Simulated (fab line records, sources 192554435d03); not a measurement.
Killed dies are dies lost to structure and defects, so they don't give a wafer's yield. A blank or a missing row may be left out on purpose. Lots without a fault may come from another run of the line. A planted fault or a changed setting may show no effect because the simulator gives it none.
A struck lot beside a sound one | flow n5_finfet | 16 steps out of a route of 1938
Sound: wafers L964.1, L964.2, L964.6. Struck: wafer L972.2. (L972.4 of the same lot was not struck and is left out.) The cause comes at the end.
At each step with rows: each side's tool, then ch and its chambers, then its first start. Under that, the readings that differ: sound wafers | struck wafers | difference of the means | sigmas: that difference in standard deviations of wafers without a fault.
alike: readings whose means differ by less than 2 such deviations, and words and numbers that are the same on both sides. not compared: withheld readings, readings that some wafer has no value for, bounds like >300 that may hide the same value, and numbers for which the record gives no deviation and whose values overlap.
The two part at a step that has a row with sigmas, a row that says differs or no value, or rows on one side only. Numbers that don't overlap but have no deviation are shown without sigmas and don't part them. A reading that every wafer of one side lacks parts them only if that side has two wafers or more.

N5_START_INSPECT_01: inspects for defects (unpatterned scan).
  sound on defect_inspect-02, day 1 18:02; struck on defect_inspect-01, day 3 18:02
  reading          | sound | struck | difference | sigmas
  raw_defect_count | 7 7 7 | 2      | -5         | -2
then, 2 steps without rows for these wafers: N5_ZERO_LAYER_PRECLEAN_00 (cleans in SPM, time 600 s); N5_ZERO_LAYER_SRD_01 (time 30 s, dry time 30 s).
N5_ZERO_LAYER_PECVD_02: deposits SiO2 from SiH4/N2O, target thk 10 nm, time 6 s.
  sound on pecvd-03 ch 0,2, day 1 18:17; struck on pecvd-01 ch 2, day 3 18:17
  alike: heater_power_w, showerhead_plenum_p_Torr
  not compared: since_wet_clean_h
then, 5 steps without rows for these wafers: N5_ZERO_LAYER_HMDS_04 (time 60 s); N5_ZERO_LAYER_COAT_05 (resist thk 1000 nm); N5_ZERO_LAYER_EBR_07; N5_ZERO_LAYER_SOFTBAKE_06 (time 90 s); N5_ZERO_LAYER_EXPOSE_08 (exposes mask ZERO, defocus 0 nm, target cd 2000 nm).
N5_ZERO_LAYER_PEB_09:
  sound on litho_track-02 ch 0, day 1 18:33; struck on litho_track-02 ch 0, day 3 18:31
  not compared: resist_line_temp_C
then, 2 steps without rows for these wafers: N5_ZERO_LAYER_DEVELOP_10 (develop time 60 s); N5_ZERO_LAYER_HARDBAKE_23 (time 120 s).
N5_ZERO_LAYER_CD_MEAS_11: target cd 2000 nm.
  sound on cd_sem-03 ch 0, day 1 18:40; struck on cd_sem-03 ch 0, day 3 18:38
  reading    | sound                | struck | difference | sigmas
  cd_nm (nm) | 1998.9 2005.0 1998.0 | 2010.2 | +9.6       | +4
N5_ZERO_LAYER_DESCUM_16: chemistry O2, time 7.9 s.
  sound on rie_diel-06 ch 0,2, day 1 18:43; struck on rie_diel-04 ch 2, day 3 18:46
  alike: drypump_motor_current_A, oes_product_au, rf_vpp_V, showerhead_plenum_p_Torr, throttle_valve_pct
  not compared: rf_hours_counter_h
-- the record jumps here: 6 days lie between the struck wafers' starts before and after (it left off in module ZERO_LAYER and takes up again in module BEOL_M4, whose first step shown is number 1111 of the route) --
N5_BEOL_M4_RC_MEAS_101:
  sound on prober-02 ch 0, day 8 02:00; struck on prober-02 ch 0, day 10 06:24
  alike: DIBL_N, DIBL_P, IOFF_N, IOFF_P, ION_N, ION_P, SS_N, SS_P, VT_N, VT_P
N5_PASSIVATION_PROBE_49:
  the record has rows for the sound wafers here (prober-02, day 12 21:20) and none for the struck ones

WHERE THEY PART
First at N5_START_INSPECT_01; last, within this record, at N5_PASSIVATION_PROBE_49.

WHY: what the simulator had put in
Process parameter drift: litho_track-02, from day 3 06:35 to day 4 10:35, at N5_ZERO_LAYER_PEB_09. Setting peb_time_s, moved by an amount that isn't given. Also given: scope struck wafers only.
